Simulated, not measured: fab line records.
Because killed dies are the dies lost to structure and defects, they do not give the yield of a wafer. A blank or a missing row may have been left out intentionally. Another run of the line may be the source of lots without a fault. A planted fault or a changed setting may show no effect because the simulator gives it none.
Which tool did it?	flow n5_finfet	22 lots with 66 wafers sampled at 5 steps, on a route of 1938 steps

WHAT THE GAUGES READ, wafer by wafer
N5_BEOL_M1_OVL_MEAS_12. Usual: M1_OVL -0.1 nm, standard deviation 0.73.
lot	measured	on	M1_OVL (nm)	flag
L074	day 6 04:43	overlay-01	0.2 0.6 -0.2	
L075	day 6 08:14	overlay-01	0.1 1.1 0.3	
L076	day 6 15:40	overlay-02	-0.1 0.1 -0.2	
L077	day 6 19:33	overlay-02	-0.6 -0.8 -0.7	
L078	day 7 06:20	overlay-02	-0.8 -0.8 -0.2	
L079	day 7 14:40	overlay-01	-0.4 -0.9 -0.6	
L080	day 7 15:01	overlay-02	-0.5 0.8 0.1	
L081	day 7 21:08	overlay-01	1.0 0.2 0.9	
L082	day 8 04:15	overlay-01	-0.2 -2.1 -0.8	
L084	day 8 21:48	overlay-02	0.6 0.3 1.3	
L085	day 8 23:02	overlay-02	-0.6 0.7 -1.7	
L086	day 9 14:02	overlay-01	-1.4 -1.1 0.0	
L087	day 9 13:52	overlay-01	0.1 0.2 0.1	
L089	day 9 23:46	overlay-02	-0.3 -0.6 -0.4	
L090	day 10 04:32	overlay-02	0.6 -0.8 0.3	
L091	day 10 10:54	overlay-01	0.9 2.2 0.7	
L092	day 10 11:08	overlay-01	0.3 0.5 0.1	
L093	day 11 00:16	overlay-02	0.1 -0.1 -0.6	
L094	day 11 05:37	overlay-02	-0.8 -0.1 -1.2	
L095	day 11 10:59	overlay-02	-0.4 0.4 0.1	
L096	day 11 14:28	overlay-01	0.4 0.1 -0.5	
L097	day 12 00:28	overlay-01	-0.8 -0.1 -0.7	

EACH LOT AND THE TOOL THAT RAN IT (in order: tool; ch and the chambers of the sampled wafers; start)
lot	N5_BEOL_M0_ETCH_138	N5_BEOL_M0_TRENCH_ETCH_107	N5_BEOL_M0_ALD_136	N5_BEOL_M0_SPUTTER_141
L074	rie_diel-06 ch 0,1,2, day 5 20:05	rie_diel-06 ch 0,3, day 6 00:29	ald_metal-03 ch 0,1, day 6 01:03	pvd_sputter-02, day 6 02:05
L075	rie_diel-06 ch 2,3, day 6 00:50	rie_diel-02 ch 2,3, day 6 01:23	ald_metal-02 ch 0,1,3, day 6 01:55	pvd_sputter-03, day 6 04:13
L076	rie_diel-02 ch 0,1,3, day 6 08:22	rie_diel-01 ch 1,3, day 6 09:21	ald_metal-01 ch 1,2, day 6 09:57	pvd_sputter-03, day 6 11:38
L077	rie_diel-02 ch 0,3, day 6 10:56	rie_diel-02 ch 0,1,3, day 6 11:44	ald_metal-02 ch 0,3, day 6 12:29	pvd_sputter-03, day 6 15:04
L078	rie_diel-01 ch 1,2,3, day 6 23:49	rie_diel-01 ch 1,2,3, day 7 02:11	ald_metal-02 ch 0,1,2, day 7 03:20	pvd_sputter-02, day 7 04:33
L079	rie_diel-06 ch 2,3, day 7 06:02	rie_diel-02 ch 1,3, day 7 08:27	ald_metal-02 ch 0,2,3, day 7 09:11	pvd_sputter-02, day 7 10:03
L080	rie_diel-02 ch 0,1,3, day 7 06:07	rie_diel-01 ch 0,1, day 7 08:28	ald_metal-03 ch 0,1,2, day 7 09:16	pvd_sputter-01, day 7 10:05
L081	rie_diel-02 ch 0,2,3, day 7 11:07	rie_diel-02 ch 0,1,3, day 7 14:49	ald_metal-01 ch 0,1, day 7 15:39	pvd_sputter-03, day 7 18:27
L082	rie_diel-06 ch 1,3, day 7 15:36	rie_diel-06 ch 0,1,3, day 7 20:52	ald_metal-01 ch 1,2,3, day 7 21:33	pvd_sputter-01, day 7 23:56
L084	rie_diel-06 ch 0,3, day 8 11:23	rie_diel-02 ch 0,1,3, day 8 12:45	ald_metal-01 ch 0,1,2, day 8 14:53	pvd_sputter-02, day 8 16:08
L085	rie_diel-06 ch 0,2,3, day 8 15:42	rie_diel-06 ch 2,3, day 8 16:32	ald_metal-03 ch 0,1, day 8 17:55	pvd_sputter-02, day 8 21:07
L086	rie_diel-06 ch 0,2,3, day 9 02:26	rie_diel-02 ch 2,3, day 9 09:05	ald_metal-03 ch 1,3, day 9 09:43	pvd_sputter-03, day 9 10:38
L087	rie_diel-06 ch 0,2, day 9 05:49	rie_diel-01 ch 0,2,3, day 9 09:04	ald_metal-02 ch 0,2,3, day 9 09:41	pvd_sputter-01, day 9 10:32
L089	rie_diel-02 ch 1,2,3, day 9 16:58	rie_diel-06 ch 0,3, day 9 18:18	ald_metal-01 ch 1,3, day 9 19:08	pvd_sputter-01, day 9 20:01
L090	rie_diel-01 ch 1,2, day 9 21:11	rie_diel-01 ch 1,2,3, day 9 23:50	ald_metal-02 ch 0,3, day 10 00:55	pvd_sputter-02, day 10 01:56
L091	rie_diel-02 ch 0,1,2, day 10 02:16	rie_diel-06 ch 0,1,3, day 10 04:35	ald_metal-03 ch 0,2,3, day 10 06:08	pvd_sputter-03, day 10 07:01
L092	rie_diel-02 ch 0,1,2, day 10 06:01	rie_diel-01 ch 0,2,3, day 10 06:43	ald_metal-01 ch 0,1,3, day 10 07:38	pvd_sputter-03, day 10 08:33
L093	rie_diel-02 ch 0,1,3, day 10 14:27	rie_diel-06 ch 1,2,3, day 10 18:26	ald_metal-02 ch 0,1,3, day 10 19:13	pvd_sputter-02, day 10 21:55
L094	rie_diel-06 ch 0,2,3, day 10 18:10	rie_diel-02 ch 0,2,3, day 10 23:52	ald_metal-02 ch 0,1, day 11 00:50	pvd_sputter-03, day 11 03:20
L095	rie_diel-02 ch 0,1,3, day 11 00:50	rie_diel-06 ch 0,1,2, day 11 03:43	ald_metal-02 ch 0,1,2, day 11 04:54	pvd_sputter-02, day 11 07:27
L096	rie_diel-06 ch 2,3, day 11 05:29	rie_diel-01 ch 2,3, day 11 07:44	ald_metal-02 ch 0,1,3, day 11 08:31	pvd_sputter-01, day 11 10:52
L097	rie_diel-01 ch 0,2,3, day 11 17:05	rie_diel-01 ch 1,2, day 11 17:43	ald_metal-01 ch 1,2,3, day 11 18:43	pvd_sputter-03, day 11 19:33
- N5_BEOL_M0_ETCH_138: etches SiCN in CH3F/O2, target depth 12 nm, time 31.6 s.
- N5_BEOL_M0_TRENCH_ETCH_107: etches SiOC in C4F6/O2, target depth 32.8 nm, time 16.4 s.
- N5_BEOL_M0_ALD_136: deposits TaN, pulse time 2 s, purge time 3 s, co reactant purge time 2 s.
- N5_BEOL_M0_SPUTTER_141: material Cu, target thk 4 nm, time 7.37 s.

WHAT THE TOOLS THEMSELVES READ (means of the sampled wafers that have a number; where no wafer has one, the mark that the record gives instead)
N5_BEOL_M0_ETCH_138. Usual: O2_flow_sccm 19.99 sccm, standard deviation 0.053; drypump_motor_current_A 5.5 A, standard deviation 0.38; etch_rf_on_time_s 29.2 s, standard deviation 0.9; oes_product_au 0.64 a.u., standard deviation 0.045; rf_vpp_V 297.0 V, standard deviation 1.6; showerhead_plenum_p_Torr 2.00 Torr, standard deviation 0.068; throttle_valve_pct 16.51 %, standard deviation 0.19.
lot	tool	O2_flow_sccm (sccm)	drypump_motor_current_A (A)	etch_rf_on_time_s (s)	oes_product_au (a.u.)	rf_vpp_V (V)	showerhead_plenum_p_Torr (Torr)	throttle_valve_pct (%)	flag
L074	rie_diel-06	20.01	5.2	28.4	0.61	297.5	2.05	16.57	
L075	rie_diel-06	19.96	5.6	29.9	0.64	297.0	1.98	16.44	
L076	rie_diel-02	20.03	5.5	29.9	0.66	297.9	2.01	16.41	
L077	rie_diel-02	20.04	5.4	28.0	0.66	298.2	2.03	16.55	
L078	rie_diel-01	19.97	5.7	29.4	0.71	298.6	2.02	16.36	
L079	rie_diel-06	20.00	5.4	29.2	0.62	298.2	2.04	16.48	
L080	rie_diel-02	19.98	5.5	27.8	0.66	297.0	2.00	16.43	
L081	rie_diel-02	20.03	5.5	28.5	0.64	296.5	1.97	16.59	
L082	rie_diel-06	20.04	5.7	29.4	0.72	296.5	1.95	16.35	
L084	rie_diel-06	19.99	5.7	29.9	0.62	296.5	1.97	16.54	
L085	rie_diel-06	19.99	5.4	29.4	0.62	297.0	2.02	16.56	
L086	rie_diel-06	20.02	5.4	29.8	0.60	297.4	2.02	16.58	
L087	rie_diel-06	20.01	5.2	30.5	0.60	297.6	2.07	16.66	
L089	rie_diel-02	20.00	5.2	28.7	0.63	297.4	1.99	16.63	
L090	rie_diel-01	19.98	5.7	29.4	0.73	297.1	2.03	16.28	
L091	rie_diel-02	19.95	5.5	30.8	0.62	295.3	1.94	16.49	
L092	rie_diel-02	19.96	5.5	29.5	0.63	295.2	1.94	16.49	
L093	rie_diel-02	20.00	5.5	28.8	0.63	296.3	2.00	16.48	
L094	rie_diel-06	19.98	5.4	29.8	0.60	298.1	2.02	16.61	
L095	rie_diel-02	20.02	5.5	28.7	0.63	297.2	2.00	16.49	
L096	rie_diel-06	20.03	5.6	29.5	0.61	296.3	1.97	16.54	
L097	rie_diel-01	20.02	5.7	28.9	0.65	296.5	2.00	16.50	

N5_BEOL_M0_TRENCH_ETCH_107. Usual: O2_flow_sccm 9.997 sccm, standard deviation 0.029; drypump_motor_current_A 5.5 A, standard deviation 0.33; oes_ar_750_au 0.78 a.u., standard deviation 0.071; oes_o_777_au 0.77 a.u., standard deviation 0.068; oes_product_au 0.77 a.u., standard deviation 0.075; rf_vpp_V 665 V, standard deviation 13; showerhead_plenum_p_Torr 2.85 Torr, standard deviation 0.078; throttle_valve_pct 21.05 %, standard deviation 0.18.
lot	tool	O2_flow_sccm (sccm)	drypump_motor_current_A (A)	oes_ar_750_au (a.u.)	oes_o_777_au (a.u.)	oes_product_au (a.u.)	rf_vpp_V (V)	showerhead_plenum_p_Torr (Torr)	throttle_valve_pct (%)	flag
L074	rie_diel-06	10.019	5.4	0.75	0.77	0.74	650	2.89	21.12	
L075	rie_diel-02	9.999	5.2	0.74	0.74	0.73	684	2.80	21.33	
L076	rie_diel-01	9.981	5.7	0.88	0.88	0.89	677	2.89	20.86	
L077	rie_diel-02	10.010	5.5	0.76	0.77	0.77	665	2.85	20.97	
L078	rie_diel-01	10.020	5.7	0.83	0.83	0.83	668	2.87	20.93	
L079	rie_diel-02	9.976	5.2	0.76	0.77	0.76	665	2.89	20.98	
L080	rie_diel-01	9.998	5.8	0.87	0.86	0.87	674	2.89	20.92	
L081	rie_diel-02	10.037	5.5	0.76	0.77	0.76	666	2.85	20.98	
L082	rie_diel-06	9.973	5.4	0.83	0.83	0.82	658	2.84	21.04	
L084	rie_diel-02	9.971	5.5	0.76	0.75	0.75	665	2.85	20.99	
L085	rie_diel-06	9.982	5.6	0.74	0.72	0.72	651	2.81	21.06	
L086	rie_diel-02	10.007	5.2	0.72	0.73	0.72	686	2.87	21.34	
L087	rie_diel-01	9.990	5.7	0.79	0.78	0.78	665	2.86	21.03	
L089	rie_diel-06	9.993	5.7	0.74	0.74	0.72	646	2.80	21.12	
L090	rie_diel-01	9.997	5.7	0.80	0.81	0.80	669	2.86	20.97	
L091	rie_diel-06	9.999	5.4	0.81	0.80	0.79	657	2.83	21.07	
L092	rie_diel-01	9.996	5.7	0.78	0.78	0.78	666	2.85	21.05	
L093	rie_diel-06	9.998	5.4	0.80	0.77	0.79	662	2.84	21.04	
L094	rie_diel-02	9.991	5.5	0.72	0.72	0.72	674	2.80	21.19	
L095	rie_diel-06	9.972	5.2	0.78	0.77	0.77	666	2.90	21.09	
L096	rie_diel-01	10.021	5.7	0.74	0.75	0.74	667	2.83	21.09	
L097	rie_diel-01	10.004	5.7	0.81	0.82	0.80	663	2.86	20.95	

N5_BEOL_M0_ALD_136. Usual: heater_power_w 392 W, standard deviation 26.
lot	tool	heater_power_w (W)	flag
L074	ald_metal-03	387	
L075	ald_metal-02	384	
L076	ald_metal-01	417	
L077	ald_metal-02	399	
L078	ald_metal-02	386	
L079	ald_metal-02	397	
L080	ald_metal-03	397	
L081	ald_metal-01	354	
L082	ald_metal-01	413	
L084	ald_metal-01	387	
L085	ald_metal-03	403	
L086	ald_metal-03	415	
L087	ald_metal-02	388	
L089	ald_metal-01	384	
L090	ald_metal-02	395	
L091	ald_metal-03	391	
L092	ald_metal-01	386	
L093	ald_metal-02	386	
L094	ald_metal-02	391	
L095	ald_metal-02	391	
L096	ald_metal-02	389	
L097	ald_metal-01	414	

N5_BEOL_M0_SPUTTER_141. Usual: chuck_gas_flow_sccm 1.26 sccm, standard deviation 0.054; throttle_valve_pct 29.8 %, standard deviation 1.1.
lot	tool	chuck_gas_flow_sccm (sccm)	throttle_valve_pct (%)	flag
L074	pvd_sputter-02	1.27	31.0	
L075	pvd_sputter-03	1.30	29.6	
L076	pvd_sputter-03	1.32	29.6	
L077	pvd_sputter-03	1.29	29.9	
L078	pvd_sputter-02	1.23	29.4	
L079	pvd_sputter-02	1.26	30.3	
L080	pvd_sputter-01	1.17	30.1	
L081	pvd_sputter-03	1.26	29.3	
L082	pvd_sputter-01	1.25	28.0	
L084	pvd_sputter-02	1.26	30.1	
L085	pvd_sputter-02	1.24	30.2	
L086	pvd_sputter-03	1.24	30.8	
L087	pvd_sputter-01	1.32	29.1	
L089	pvd_sputter-01	1.23	30.1	
L090	pvd_sputter-02	1.23	29.5	
L091	pvd_sputter-03	1.24	30.0	
L092	pvd_sputter-03	1.27	30.0	
L093	pvd_sputter-02	1.24	30.1	
L094	pvd_sputter-03	1.27	29.9	
L095	pvd_sputter-02	1.28	30.1	
L096	pvd_sputter-01	1.29	29.0	
L097	pvd_sputter-03	1.22	30.3	

THE ANSWER, worked out from the rows above alone
Rule: take the mean of a lot's wafers that have a number; if it is more than 3 standard deviations from the usual mean, the lot is off. A lot without any number at a reading at which 4 lots or more have one is off too. All remaining lots with rows at the step are treated as sound. After the gauges, taken in route order, come the tools' own readings; for these a lot's mean is taken, as printed above. At the first step where some lot is off, the reading lying furthest off is the one used; lots without a number count as furthest.
Across all readings shown, no lot is off: no conclusion can be drawn from this.

WHAT THE SIMULATOR HAD PUT IN
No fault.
